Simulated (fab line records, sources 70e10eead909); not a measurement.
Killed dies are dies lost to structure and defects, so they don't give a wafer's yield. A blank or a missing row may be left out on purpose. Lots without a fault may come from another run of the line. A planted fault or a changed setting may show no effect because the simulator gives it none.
A struck lot beside a sound one | flow nand_harc | 13 steps out of a route of 1302
Sound: wafers L151.2, L151.4, L151.5. Struck: wafer L160.3. (L160.1, L160.2 of the same lot were not struck and are left out.) The cause comes at the end.
At each step with rows: each side's tool, then ch and its chambers, then its first start. Under that, the readings that differ: sound wafers | struck wafers | difference of the means | sigmas: that difference in standard deviations of wafers without a fault.
alike: readings whose means differ by less than 2 such deviations, and words and numbers that are the same on both sides. not compared: withheld readings, readings that some wafer has no value for, bounds like >300 that may hide the same value, and numbers for which the record gives no deviation and whose values overlap.
The two part at a step that has a row with sigmas, a row that says differs or no value, or rows on one side only. Numbers that don't overlap but have no deviation are shown without sigmas and don't part them. A reading that every wafer of one side lacks parts them only if that side has two wafers or more.

NHARC_A_STAIRCASE_DEP_417: deposits Si3N4, target thk 60 nm.
  sound on pecvd-02 ch 0,2, day 22 12:37; struck on pecvd-03 ch 1, day 26 11:16
  alike: heater_power_w
then, 3 steps without rows for these wafers: NHARC_A_STAIRCASE_WET_418 (chemistry H3PO4, target depth 20 nm); NHARC_A_STAIRCASE_PRECLEAN_419 (cleans in SC1); NHARC_A_STAIRCASE_SRD_421.
NHARC_A_STAIRCASE_ALD_420: deposits SiO2, target thk 20 nm, pulse time 6 s, ald cycles 200.
  sound on ald_hk-04 ch 1,2,3, day 22 15:38; struck on ald_hk-01 ch 0, day 26 14:08
  alike: heater_power_w, precursor_pulse_height_rel
then, 1 step without rows for these wafers: NHARC_A_STAIRCASE_CVD_552 (deposits SiNx, target thk 40 nm).
NHARC_A_STAIRCASE_DEP_151: deposits SiO2, target thk 7200 nm.
  sound on pecvd-04 ch 0,1,2, day 22 23:29; struck on pecvd-03 ch 1, day 26 19:02
  alike: heater_power_w, mfc_precursor_sccm
then, 1 step without rows for these wafers: NHARC_A_STAIRCASE_ANNEAL_320 (time 1800 s).
NHARC_A_STAIRCASE_DEP_322: deposits SiO2, target thk 7200 nm.
  sound on pecvd-03 ch 1,2, day 23 08:53; struck on pecvd-03 ch 2, day 27 03:26
  reading                   | sound             | struck | difference | sigmas
  mfc_precursor_sccm (sccm) | 200.0 201.0 200.6 | 199.1  | -1.4       | -2
  alike: heater_power_w
then, 1 step without rows for these wafers: NHARC_A_STAIRCASE_ANNEAL_323 (time 1800 s).
NHARC_A_STAIRCASE_DEP_325: deposits SiO2, target thk 7200 nm.
  sound on pecvd-02 ch 0,1, day 23 16:07; struck on pecvd-02 ch 2, day 27 10:47
  reading                   | sound             | struck | difference | sigmas
  mfc_precursor_sccm (sccm) | 200.8 198.7 200.7 | 195.0  | -5.1       | -9
  alike: heater_power_w
then, 1 step without rows for these wafers: NHARC_A_STAIRCASE_ANNEAL_326 (time 1800 s).
-- the record jumps here: 6 days lie between the struck wafers' starts before and after (it left off in module A_STAIRCASE and takes up again in module END, whose first step shown is number 1302 of the route) --
NHARC_END_SORT_01:
  sound on prober-02 ch 0, day 29 12:47; struck on prober-02 ch 0, day 33 11:23
  reading         | sound    | struck | difference | sigmas
  killed_at_array | 56 64 55 | 24     | -34        | -2
  killed_dies     | 61 67 61 | 27     | -36        | -2
  alike: killed_at_other, killed_at_periphery, killed_open, killed_short

WHERE THEY PART
First at NHARC_A_STAIRCASE_DEP_322; last, within this record, at NHARC_END_SORT_01.

WHY: what the simulator had put in
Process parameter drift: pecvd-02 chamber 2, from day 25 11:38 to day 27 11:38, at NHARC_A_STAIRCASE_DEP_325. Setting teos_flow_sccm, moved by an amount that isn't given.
